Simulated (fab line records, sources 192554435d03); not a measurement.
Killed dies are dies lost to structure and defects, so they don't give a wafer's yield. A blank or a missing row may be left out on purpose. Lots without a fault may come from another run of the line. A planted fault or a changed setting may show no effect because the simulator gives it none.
Chamber matching | flow n5_finfet | N5_BEOL_M11_PECVD_70 on pecvd-04: 3 sister chambers
The step deposits SiO2 from TEOS/O2, target thk 20 nm, time 22.7 s. 6 wafers are shown with their chamber, then 11 later ones without.

WAFERS WITH THEIR CHAMBER
wafer  | chamber | throttle_valve_pct (%) | showerhead_plenum_p_Torr (Torr)
L089.1 | 0       | 23.2                   | 8.71
L089.5 | 0       | 23.5                   | 8.72
L089.6 | 2       | 21.7                   | 8.82
L091.2 | 2       | 21.7                   | 8.78
L091.6 | 1       | 23.5                   | 8.77
L092.1 | 1       | 23.3                   | 8.76

WAFERS WITHOUT THEIR CHAMBER
wafer  | throttle_valve_pct (%) | showerhead_plenum_p_Torr (Torr)
L092.3 | 23.6                   | 8.73
L092.4 | 23.0                   | 8.78
L093.2 | 23.5                   | 8.71
L093.4 | 23.4                   | 8.76
L093.5 | 23.4                   | 8.72
L094.1 | 21.6                   | 8.79
L094.2 | 23.1                   | 8.73
L094.3 | 23.4                   | 8.74
L097.1 | 23.3                   | 8.76
L097.3 | 21.5                   | 8.79
L097.5 | 23.6                   | 8.76

WHICH CHAMBER EACH WENT THROUGH
wafer  | from the rows above     | in truth
L092.3 | can't be placed: 0 or 1 | 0
L092.4 | can't be placed: 1 or 0 | 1
L093.2 | 0                       | 0
L093.4 | 1                       | 1
L093.5 | 0                       | 0
L094.1 | 2                       | 2
L094.2 | can't be placed: 0 or 1 | 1
L094.3 | can't be placed: 1 or 0 | 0
L097.1 | can't be placed: 1 or 0 | 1
L097.3 | 2                       | 2
L097.5 | can't be placed: 1 or 0 | 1
Placed correctly: 5 of 11. Can't be placed from these rows: 6 (the true chamber is among the candidates in 6). Placed wrongly: 0.
How it was worked out, from the rows above alone: a wafer's distance from a chamber is the root of the sum, over the readings, of the square of ((its reading less the chamber's mean) divided by the reading's scatter). The wafer belongs to the nearest chamber; if the next one is less than 2 further off, it can't be placed. A chamber's mean is the mean of its shown wafers. The scatter: the root of (the sum of the squares of (reading less its chamber's mean) over the shown wafers, divided by (wafers less chambers)).
